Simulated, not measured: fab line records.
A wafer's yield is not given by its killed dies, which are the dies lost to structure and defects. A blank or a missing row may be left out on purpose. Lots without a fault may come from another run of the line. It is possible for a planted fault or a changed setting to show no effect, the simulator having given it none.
fab line records | flow n5Finfet
record: lots: 7 wafers: 21
route steps=1938 shown BEOL_M10@1500 BEOL_M11@1542 BEOL_M12@1604 BEOL_M14@1716
startH: the number of hours between the record's first day and the start of the first shown wafer of the lot | waitH: time in hours since the lot's previous step | " identical to the entry in the row above | L1.1+2: one row covering several wafers at once | - either no value or no given start | * or withheld: withheld | < > ~ a bound
route shown NAME@n: names a module that has steps shown in the file, with the first one's number in the route | usual: the fault-free wafers' mean and standard deviation | same: alike in all rows | chamber/n: place in a boat | sites: each site's reading | _std_site: their standard deviation | _edge_site: mean of outer sites minus mean of inner sites | radiusMm: how far each site lies from the wafer's centre | mask NAME#n: copy n | behind: the tool/chamber that last shaped the wafer | hold: why the lot went on hold/how many hours it stayed there/how the hold came to an end | device: transistor that didn't switch, given as n, p or np | end of line: tests run on the same wafers once the route is complete | for a step that has no rows: nothing shown but its recipe | killed: dies lost to structure and defects at the first sort, not the wafer's yield | map: a wafer's dies, x killed, . not, _ none there
set.NAME: the setting as run; set.NAME@STEP: as run at that earlier step | model.NAME: the simulator's own value behind a step, which no gauge read
lots with deliberately changed settings; one table per step, one row per wafer
== steps ==
step: N5_BEOL_M10_PEB_26
recipe: pebTempC: withheld pebTimeS: 60 resist: CAR-ArF
columns lot.wafer tool chamber startH waitH set.pebTimeS
L076.1+2 lithoTrack-04 0 222.61 0.1 56.47
L076.3 " 0 " " 60
L075.1+5 lithoTrack-03 0 234.56 0.1 47.37
L075.6 " 0 " " 60
L080.1+3+5 lithoTrack-02 0 259.90 0.1 60
L083.2+3+4 lithoTrack-04 0 272.63 0.1 60
L092.1+4 lithoTrack-02 0 331.92 0.1 63.89
L092.5 " 0 " " 60
L094.1 lithoTrack-04 0 352.72 0.1 64.47
L094.2+4 " 0 " " 60
L096.1+3 lithoTrack-02 0 368.29 0.1 60
L096.2 " 0 " " 68.13
step: N5_BEOL_M10_DEVELOP_27
recipe: developTimeS: 30 developer: TMAH resist: CAR-ArF rinseLiquid: diw dry: airSpin devTempC: 23
step: N5_BEOL_M10_CD_MEAS_28
recipe: targetCdNm: 70 landingEnergyEv: 500 detector: seInlens polarity: opening
usual: cdNm: 70.5/0.93
columns lot.wafer tool chamber startH waitH set.doseMj@BEOL_M10_EXPOSE_25 set.pebTimeS@BEOL_M10_PEB_26 cdNm
L076.1 cdSem-03 0 222.68 - 85.5 56.47 67.1
L076.2 " 0 " " 80.45 56.47 62.5
L076.3 " 0 " " 85.5 60 69.3
L075.1 cdSem-03 0 234.62 - 85.5 47.37 59.0
L075.5 " 0 " " 87.95 47.37 61.8
L075.6 " 0 " " 87.95 60 71.6
L080.1 cdSem-01 0 259.96 - 85.5 60 70.9
L080.3 " 0 " " 82.28 60 67.7
L080.5 " 0 " " 82.28 60 68.5
L083.2 cdSem-03 0 272.70 - 85.5 60 70.4
L083.3 " 0 " " 85.5 60 70.0
L083.4 " 0 " " 85.5 60 70.7
L092.1 cdSem-01 0 331.99 - 80.3 63.89 69.1
L092.4 " 0 " " 85.5 63.89 74.4
L092.5 " 0 " " 80.3 60 65.3
L094.1 cdSem-03 0 352.79 - 85.5 64.47 73.6
L094.2 " 0 " " 85.5 60 70.5
L094.4 " 0 " " 79.96 60 64.5
L096.1 cdSem-01 0 368.36 - 85.5 60 72.4
L096.2 " 0 " " 85.5 68.13 75.8
L096.3 " 0 " " 85.5 60 73.4
step: N5_BEOL_M11_COAT_60
recipe: resist: SiARC tempC: 220 timeS: 60 spinRpm: 1500 resistThkNm: 30
columns lot.wafer tool chamber startH waitH set.spinRpm model.SiARC_of_BEOL_M11_COAT_60.thkNm
L076.1 lithoTrack-05 0 - - 1500 30
L076.2+3 " 0 " " 1500 30.2
L075.1+5+6 lithoTrack-05 0 - - 1500 30
L080.1+5 lithoTrack-03 0 - - 1500 30
L080.3 " 0 " " 1386 31.2
L083.2+3+4 lithoTrack-05 0 - - 1500 30
L092.1 lithoTrack-05 0 - - 1579 29.4
L092.4+5 " 0 " " 1500 30
L094.1+2+4 lithoTrack-01 0 - - 1433 30.6
L096.1+3 lithoTrack-05 0 - - 1500 30
L096.2 " 0 " " 1625 28.8
step: N5_BEOL_M11_COAT_05
recipe: resist: CAR-ArF spinRpm: 1500 resistThkNm: 90
columns lot.wafer tool chamber startH waitH set.spinRpm model.CAR-ArF_of_BEOL_M11_COAT_05.thkNm
L076.1 lithoTrack-05 0 - - 1500 89.8
L076.2 " 0 " " 1619 86.4
L076.3 " 0 " " 1619 86.2
L075.1+6 lithoTrack-05 0 - - 1500 89.8
L075.5 " 0 " " 1500 89.6
L080.1+3 lithoTrack-03 0 - - 1500 90
L080.5 " 0 " " 1500 89.8
L083.2+3 lithoTrack-05 0 - - 1500 89.8
L083.4 " 0 " " 1500 89.6
L092.1 lithoTrack-05 0 - - 1500 90
L092.4 " 0 " " 1500 89.6
L092.5 " 0 " " 1586 87.4
L094.1 lithoTrack-01 0 - - 1500 89.8
L094.2+4 " 0 " " 1500 90
L096.1 lithoTrack-05 0 - - 1500 89.6
L096.2 " 0 " " 1500 90
L096.3 " 0 " " 1386 93.6
step: N5_BEOL_M11_EBR_07
recipe: solvent: PGMEA ebrWidthMm: 1.5
step: N5_BEOL_M11_SOFTBAKE_06
recipe: tempC: 110 timeS: 60 resist: CAR-ArF
step: N5_BEOL_M11_EXPOSE_08
recipe: maskId: M11 na: 1.35 sourceShape: dipole sigmaInner: 0.411 sigmaOuter: 0.611 polarization: te doseMj: 53.75
step: N5_BEOL_M11_PEB_09
recipe: pebTempC: withheld pebTimeS: 60 resist: CAR-ArF
step: N5_BEOL_M11_DEVELOP_10
recipe: developTimeS: 30 developer: TMAH resist: CAR-ArF rinseLiquid: diw dry: airSpin devTempC: 23
columns lot.wafer tool chamber startH waitH set.spinRpm@BEOL_M11_COAT_05 model.CAR-ArF_of_BEOL_M11_COAT_05.thkNm
L076.1 lithoTrack-05 0 - - 1500 88.2
L076.2 " 0 " " 1619 84.8
L076.3 " 0 " " 1619 84.6
L075.1+5 lithoTrack-03 0 - - 1500 88
L075.6 " 0 " " 1500 88.2
L080.1+3+5 lithoTrack-03 0 - - 1500 88.2
L083.2+3+4 lithoTrack-05 0 - - 1500 88
L092.1 lithoTrack-01 0 - - 1500 88.2
L092.4 " 0 " " 1500 88
L092.5 " 0 " " 1586 85.6
L094.1+4 lithoTrack-03 0 - - 1500 88.2
L094.2 " 0 " " 1500 88.4
L096.1 lithoTrack-05 0 - - 1500 88
L096.2 " 0 " " 1500 88.2
L096.3 " 0 " " 1386 92
step: N5_BEOL_M11_DESCUM_16
recipe: chemistry: O2 timeS: 7.9 sourcePowerW: 50 biasPowerW: 20 pressureMtorr: 20 rfFrequencyHz: 2.712e+07 tempC: 40 resist: CAR-ArF o2FlowSccm: 225
columns lot.wafer tool chamber startH waitH set.spinRpm@BEOL_M11_COAT_05 model.CAR-ArF_of_BEOL_M11_COAT_05.thkNm
L076.1 rieDiel-05 0 231.87 0.0 1500 83.4
L076.2 " 2 " " 1619 79.8
L076.3 " 1 " " 1619 79.6
L075.1+6 rieDiel-06 2,1 242.76 0.0 1500 83.4
L075.5 " 0 " " 1500 83.2
L080.1 rieDiel-04 2 266.52 0.5 1500 83.6
L080.3+5 " 0,3 " " 1500 83.4
L083.2 rieDiel-06 3 281.53 0.0 1500 83.2
L083.3 " 2 " " 1500 83.4
L083.4 " 3 " " 1500 83
L092.1 rieDiel-05 3 341.66 0.0 1500 83.4
L092.4 " 0 " " 1500 83.2
L092.5 " 1 " " 1586 80.8
L094.1+2 rieDiel-06 0,3 359.42 0.3 1500 83.4
L094.4 " 1 " " 1500 83.6
L096.1 rieDiel-04 1 373.90 0.4 1500 83.2
L096.2 " 3 " " 1500 83.4
L096.3 " 0 " " 1386 87.2
step: N5_BEOL_M11_ETCH_61
recipe: chemistry: CF4 target: SiARC targetDepthA: 390 maskMaterial: CAR-ArF timeS: 65 ionEnergyEv: 80 pressureMtorr: 40 sourceW: 545 biasW: 36 Ar_flow_sccm: 100 cf4FlowSccm: 100 ends: cleared
columns lot.wafer tool chamber startH waitH set.spinRpm@BEOL_M11_COAT_60 model.etch.depthNm
L076.1 rieDiel-05 0 231.91 0.0 1500 30.09
L076.2 " 2 " " 1500 30.11
L076.3 " 1 " " 1500 30.12
L075.1 rieDiel-06 2 242.79 0.0 1500 30.05
L075.5 " 0 " " 1500 29.99
L075.6 " 1 " " 1500 30.04
L080.1 rieDiel-04 2 266.56 0.0 1500 30.07
L080.3 " 0 " " 1386 31.24
L080.5 " 3 " " 1500 29.98
L083.2 rieDiel-06 3 281.57 0.0 1500 29.91
L083.3 " 2 " " 1500 29.96
L083.4 " 3 " " 1500 30.02
L092.1 rieDiel-05 3 341.70 0.0 1579 29.31
L092.4 " 0 " " 1500 30.06
L092.5 " 1 " " 1500 29.99
L094.1 rieDiel-06 0 359.46 0.0 1433 30.64
L094.2 " 3 " " 1433 30.63
L094.4 " 1 " " 1433 30.66
L096.1 rieDiel-04 1 373.94 0.0 1500 29.95
L096.2 " 3 " " 1625 28.75
L096.3 " 0 " " 1500 29.99
step: N5_BEOL_M11_ETCH_62
recipe: chemistry: N2/H2 target: SOC targetDepthA: 1100 overetchA: 220 maskMaterial: SiARC tempC: 40 timeS: 165 ionEnergyEv: 200 pressureMtorr: 30 sourceW: 840 biasW: 150 n2FlowSccm: 200 h2FlowSccm: 200
columns lot.wafer tool chamber startH waitH set.spinRpm@BEOL_M11_COAT_60 model.SiARC_of_BEOL_M11_COAT_60.thkNm
L076.1 rieDiel-05 0 231.96 0.0 1500 23.6
L076.2+3 " 2,1 " " 1500 23.8
L075.1 rieDiel-06 2 242.84 0.0 1500 23.6
L075.5+6 " 0,1 " " 1500 23.8
L080.1 rieDiel-04 2 266.61 0.0 1500 23.8
L080.3 " 0 " " 1386 24.8
L080.5 " 3 " " 1500 23.4
L083.2+4 rieDiel-06 3 281.62 0.0 1500 23.8
L083.3 " 2 " " 1500 23.6
L092.1 rieDiel-05 3 341.75 0.0 1579 22.4
L092.4+5 " 0,1 " " 1500 23.6
L094.1 rieDiel-06 0 359.51 0.0 1433 24.2
L094.2+4 " 3,1 " " 1433 24.4
L096.1 rieDiel-04 1 373.99 0.0 1500 23.4
L096.2 " 3 " " 1625 22.2
L096.3 " 0 " " 1500 23.6
step: N5_BEOL_M12_COAT_58
recipe: resist: BARC tempC: 205 timeS: 60 spinRpm: 1500 resistThkNm: 89
columns lot.wafer tool chamber startH waitH set.spinRpm model.BARC_of_BEOL_M12_COAT_58.thkNm
L076.1 lithoTrack-04 0 236.80 0.0 1598 86.2
L076.2 " 0 " " 1500 89
L076.3 " 0 " " 1500 89.2
L075.1 lithoTrack-01 0 249.01 0.0 1500 88.8
L075.5+6 " 0 " " 1500 89.2
L080.1 lithoTrack-01 0 272.34 0.0 1500 88.8
L080.3 " 0 " " 1500 88.6
L080.5 " 0 " " 1340 93.8
L083.2+3 lithoTrack-02 0 289.14 0.0 1500 89
L083.4 " 0 " " 1500 88.6
L092.1 lithoTrack-02 0 348.40 0.0 1500 89
L092.4 " 0 " " 1500 88.8
L092.5 " 0 " " 1500 89.2
L094.1+2 lithoTrack-01 0 365.57 0.0 1500 88.8
L094.4 " 0 " " 1500 89
L096.1 lithoTrack-02 0 380.49 0.0 1500 88.6
L096.2+3 " 0 " " 1500 88.8
step: N5_BEOL_M12_ETCH_59
recipe: chemistry: N2/H2 target: BARC targetDepthA: 890 overetchA: 267 timeS: 67.9 ionEnergyEv: 200 pressureMtorr: 30 sourceW: 840 biasW: 150 n2FlowSccm: 200 h2FlowSccm: 200
columns lot.wafer tool chamber startH waitH set.h2FlowSccm set.spinRpm@BEOL_M12_COAT_58 model.etch.depthNm
L076.1 rieDiel-03 2 237.32 0.0 191.3 1598 86.15
L076.2 " 0 " " 200 1500 89.07
L076.3 " 3 " " 191.3 1500 89.11
L075.1 rieDiel-02 1 249.54 0.0 200 1500 88.9
L075.5 " 2 " " 200 1500 89.19
L075.6 " 1 " " 200 1500 89.21
L080.1 rieDiel-02 2 272.73 0.0 187 1500 88.84
L080.3 " 1 " " 200 1500 88.59
L080.5 " 1 " " 187 1340 93.86
L083.2 rieDiel-03 2 289.66 0.0 200 1500 88.97
L083.3 " 3 " " 200 1500 89.04
L083.4 " 2 " " 200 1500 88.56
L092.1 rieDiel-02 3 348.92 0.0 200 1500 88.96
L092.4 " 2 " " 200 1500 88.88
L092.5 " 0 " " 200 1500 89.12
L094.1 rieDiel-01 0 366.09 0.0 186.7 1500 88.82
L094.2 " 2 " " 200 1500 88.87
L094.4 " 2 " " 200 1500 89.03
L096.1 rieDiel-03 3 380.88 0.0 200 1500 88.69
L096.2 " 0 " " 200 1500 88.72
L096.3 " 1 " " 200 1500 88.78
step: N5_BEOL_M12_VIA_ETCH_16
recipe: chemistry: C4F8/O2/Ar target: SiOC pressureMtorr: 30 sourceW: 3000 biasW: 700 Ar_flow_sccm: 400 C4F8_flow_sccm: 15 O2_flow_sccm: 8 heInnerTorr: 15 heOuterTorr: 30 targetDepthA: 7248 timeS: withheld ionEnergyEv: 250 ends: cleared
step: N5_BEOL_M12_STRIP_63
recipe: chemistry: N2/H2 powerW: 1000 tempC: 250 h2Frac: 0.65 overashFraction: 0.3 pressureMtorr: 1000 n2FlowSccm: 1750 h2FlowSccm: 3250
step: N5_BEOL_M12_STRIP_64
recipe: chemistry: N2/H2 powerW: 1000 tempC: 250 h2Frac: 0.65 overashFraction: 0.3 pressureMtorr: withheld n2FlowSccm: 1750 h2FlowSccm: 3250
usual: stripTimeToEndpointS: 31.30/0.082
columns lot.wafer tool chamber startH waitH set.spinRpm@BEOL_M12_COAT_58 stripTimeToEndpointS
L076.1 plasmaAsher-01 1 237.63 0.0 1598 30.49
L076.2 " 0 " " 1500 31.32
L076.3 " 1 " " 1500 31.34
L075.1 plasmaAsher-02 1 249.85 0.0 1500 31.27
L075.5 " 1 " " 1500 31.37
L075.6 " 0 " " 1500 31.36
L080.1 plasmaAsher-01 1 273.04 0.0 1500 31.27
L080.3 " 0 " " 1500 31.20
L080.5 " 0 " " 1340 32.70
L083.2 plasmaAsher-01 1 289.98 0.0 1500 31.30
L083.3 " 0 " " 1500 31.32
L083.4 " 1 " " 1500 31.19
L092.1 plasmaAsher-02 1 349.23 0.0 1500 31.31
L092.4 " 0 " " 1500 31.28
L092.5 " 0 " " 1500 31.35
L094.1 plasmaAsher-02 0 366.40 0.0 1500 31.26
L094.2 " 1 " " 1500 31.28
L094.4 " 1 " " 1500 31.32
L096.1 plasmaAsher-01 1 381.19 0.0 1500 31.20
L096.2 " 0 " " 1500 31.23
L096.3 " 0 " " 1500 31.25
step: N5_BEOL_M14_ILD_DEP_00
recipe: material: SiO2 targetThkA: 11193 tempC: 400 precursor: TEOS/O2 pressureTorr: 6.5 rfW: 900 teosFlowSccm: 161.4 gas: O2 flowSccm: 2650 timeS: 237.4
columns lot.wafer tool chamber startH waitH set.tempC model.SiO2_of_BEOL_M14_ILD_DEP_00.thkNm
L076.1 pecvd-03 1 246.79 0.0 400 1111
L076.2 " 0 " " 400 1132
L076.3 " 2 " " 400 1121
L075.1 pecvd-02 2 259.43 0.0 400 1117
L075.5 " 0 " " 400 1126
L075.6 " 1 " " 400 1128
L083.2 pecvd-03 0 306.14 0.0 400 1124
L083.3 " 1 " " 400 1109
L083.4 " 2 " " 400 1127
L080.1 pecvd-01 1 306.68 0.0 400 1139
L080.3 " 0 " " 400 1125
L080.5 " 0 " " 400 1149
L092.1 pecvd-02 1 356.66 0.0 400 1111
L092.4 " 0 " " 400 1103
L092.5 " 1 " " 393.9 1173
L094.1 pecvd-02 0 376.84 0.0 404.5 1056
L094.2 " 2 " " 400 1116
L094.4 " 1 " " 404.5 1096
L096.1 pecvd-03 2 395.52 0.0 400 1089
L096.2 " 0 " " 393.2 1181
L096.3 " 1 " " 393.2 1173
step: N5_BEOL_M14_THK_MEAS_01
recipe: reads: SiO2_of_BEOL_M14_ILD_DEP_00
usual: M14_ILD_THK: 1124/16
columns lot.wafer tool chamber startH waitH set.tempC@BEOL_M14_ILD_DEP_00 M14_ILD_THK[nm]
L076.1 filmMetro-01 - 246.98 0.1 400 1111
L076.2 " - " " 400 1131
L076.3 " - " " 400 1122
L075.1 filmMetro-02 - 259.62 0.1 400 1117
L075.5 " - " " 400 1127
L075.6 " - " " 400 1128
L083.2 filmMetro-02 - 306.33 0.1 400 1125
L083.3 " - " " 400 1109
L083.4 " - " " 400 1127
L080.1 filmMetro-01 - 306.87 0.1 400 1139
L080.3 " - " " 400 1125
L080.5 " - " " 400 1149
L092.1 filmMetro-02 - 356.85 0.1 400 1110
L092.4 " - " " 400 1103
L092.5 " - " " 393.9 1173
L094.1 filmMetro-01 - 377.03 0.1 404.5 1056
L094.2 " - " " 400 1116
L094.4 " - " " 404.5 1096
L096.1 filmMetro-02 - 395.70 0.1 400 1088
L096.2 " - " " 393.2 1183
L096.3 " - " " 393.2 1173
== key ==
split: step: N5_BEOL_M10_PEB_26 setting: pebTimeS stated: 60 by: wafer
response: step: N5_BEOL_M10_CD_MEAS_28 reading: cdNm slope: +0.403 per: 1% togetherWith: doseMj@BEOL_M10_EXPOSE_25 explained: 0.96
split: step: N5_BEOL_M11_COAT_60 setting: spinRpm stated: 1500 by: wafer
response: step: N5_BEOL_M11_COAT_60 reading: model.SiARC_of_BEOL_M11_COAT_60.thkNm change: -0.144 per: 1% r: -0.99
response: step: N5_BEOL_M11_ETCH_61 reading: model.etch.depthNm change: -0.149 per: 1% r: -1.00
response: step: N5_BEOL_M11_ETCH_62 reading: model.SiARC_of_BEOL_M11_COAT_60.thkNm change: -0.17 per: 1% r: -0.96
split: step: N5_BEOL_M11_COAT_05 setting: spinRpm stated: 1500 by: wafer
response: step: N5_BEOL_M11_COAT_05 reading: model.CAR-ArF_of_BEOL_M11_COAT_05.thkNm change: -0.458 per: 1% r: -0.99
response: step: N5_BEOL_M11_DEVELOP_10 reading: model.CAR-ArF_of_BEOL_M11_COAT_05.thkNm change: -0.467 per: 1% r: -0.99
response: step: N5_BEOL_M11_DESCUM_16 reading: model.CAR-ArF_of_BEOL_M11_COAT_05.thkNm change: -0.477 per: 1% r: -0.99
split: step: N5_BEOL_M12_COAT_58 setting: spinRpm stated: 1500 by: wafer
response: step: N5_BEOL_M12_COAT_58 reading: model.BARC_of_BEOL_M12_COAT_58.thkNm change: -0.469 per: 1% r: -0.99
response: step: N5_BEOL_M12_ETCH_59 reading: model.etch.depthNm change: -0.474 per: 1% r: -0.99
response: step: N5_BEOL_M12_STRIP_64 reading: stripTimeToEndpointS change: * per: 1% r: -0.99
split: step: N5_BEOL_M12_ETCH_59 setting: h2FlowSccm stated: 200 by: wafer
response none clear
split: step: N5_BEOL_M14_ILD_DEP_00 setting: tempC stated: 400 by: wafer
response: step: N5_BEOL_M14_ILD_DEP_00 reading: model.SiO2_of_BEOL_M14_ILD_DEP_00.thkNm change: -45.7 per: 1% r: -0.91
response: step: N5_BEOL_M14_THK_MEAS_01 reading: M14_ILD_THK change: -46.1 per: 1% r: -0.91
split outsideThisFile step=N5_BEOL_M10_EXPOSE_25 setting=doseMj
split outsideThisFile: this setting was split too, and the file shows its column; the key of that split is in another file
